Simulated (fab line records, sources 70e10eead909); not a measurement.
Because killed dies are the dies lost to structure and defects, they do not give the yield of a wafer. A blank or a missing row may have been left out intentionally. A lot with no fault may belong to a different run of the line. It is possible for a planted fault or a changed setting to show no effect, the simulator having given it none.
3 desks, one fault | flow nand_harc | numbers are kept per desk, each desk with only its own; the story behind them comes last

== THE METROLOGY DESK ==
What the gauges read, lot by lot, whatever tool the lot ran on: means of the sampled wafers that have a number. The brackets show how far a lot's mean lies from the usual mean; more than 4 standard deviations puts the lot out of limits, marked OUT.
Columns: A = thk_nm at NHARC_A_SOURCE_PLATE_THK_MEAS_09, usual 9.7 nm; B = thk_nm at NHARC_A_SOURCE_PLATE_THK_MEAS_06, usual 200.2 nm; C = thk_nm at NHARC_A_ONON_D1_THK_MEAS_02, usual 998 nm
lot  | first seen here | A    | B     | C
L725 | day 7 22:02     | 9.3  | 199.3 | 1005
L730 | day 8 17:43     | 10.4 | 200.8 | 987
L731 | day 9 07:44     | 10.0 | 200.3 | 1005
L739 | day 11 08:36    | 9.6  | 204.8 | 634 (-47) OUT
L742 | day 12 00:46    | 9.1  | 201.9 | 630 (-47) OUT
L743 | day 12 04:24    | 11.1 | 199.1 | 640 (-46) OUT
L745 | day 12 07:58    | 9.4  | 200.9 | 993
This desk finds L739, L742, L743 out of limits, L739 being first, at day 11 22:26 (thk_nm at NHARC_A_ONON_D1_THK_MEAS_02). Within limits: L725, L730, L731, L745.

== AT THE TOOL OWNER'S DESK: pecvd_onon-03 ==
The tool's own readings at NHARC_A_ONON_D1_DEP_00 (target thk 1000 nm): means of the sampled wafers that have a number, for each lot that ran on this tool. The brackets show how far a lot's mean lies from the usual mean; more than 4 standard deviations puts the lot out of limits, marked OUT.
Columns: A = n2_flow_sccm at NHARC_A_ONON_D1_DEP_00, usual 2749 sccm
lot  | first seen here | A
L730 | day 9 06:44     | 2754
L739 | day 11 21:58    | 2752
L742 | day 12 13:44    | 2749
L743 | day 12 17:54    | 2749
Result from this desk: across the 4 lots, nothing is out of limits.

== THE DEFECT DESK ==
What the inspections along the route counted, lot by lot: means of the sampled wafers that have a number. The brackets show how far a lot's mean lies from the usual mean; more than 4 standard deviations puts the lot out of limits, marked OUT.
Columns: A = raw_defect_count at NHARC_A_ZERO_WELL_INSPECT_17, usual 11; B = raw_defect_count at NHARC_A_SOURCE_PLATE_INSPECT_08, usual 63
lot  | first seen here | A  | B
L725 | day 7 16:47     | 9  | 56
L730 | day 8 11:29     | 11 | 104
L731 | day 9 00:54     | 4  | 68
L739 | day 10 23:07    | 12 | 44
L742 | day 11 15:42    | 8  | 67
L743 | day 11 21:01    | 11 | 52
L745 | day 12 00:49    | 11 | 66
Result from this desk: across the 7 lots, nothing is out of limits.

== ALL TOGETHER ==
Metrology desk: alarm possible at day 11 22:26 on L739, L742, L743.
The tool owner's desk saw nothing out of limits.
Nothing out of limits was seen by the defect desk.
The tool owner's desk has L739, L742, L743 on record, within its limits.
The defect desk has L739, L742, L743 on record, within its limits.
The lots listed all ran NHARC_A_ONON_D1_DEP_00 on pecvd_onon-03.

== WHAT THE SIMULATOR HAD INSERTED ==
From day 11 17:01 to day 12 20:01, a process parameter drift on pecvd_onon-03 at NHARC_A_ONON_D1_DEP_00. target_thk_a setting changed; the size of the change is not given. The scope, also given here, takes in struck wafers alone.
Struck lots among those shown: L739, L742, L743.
Per desk, hours elapsed from the start of the fault to the first reading out of limits: for the metrology desk, 5.
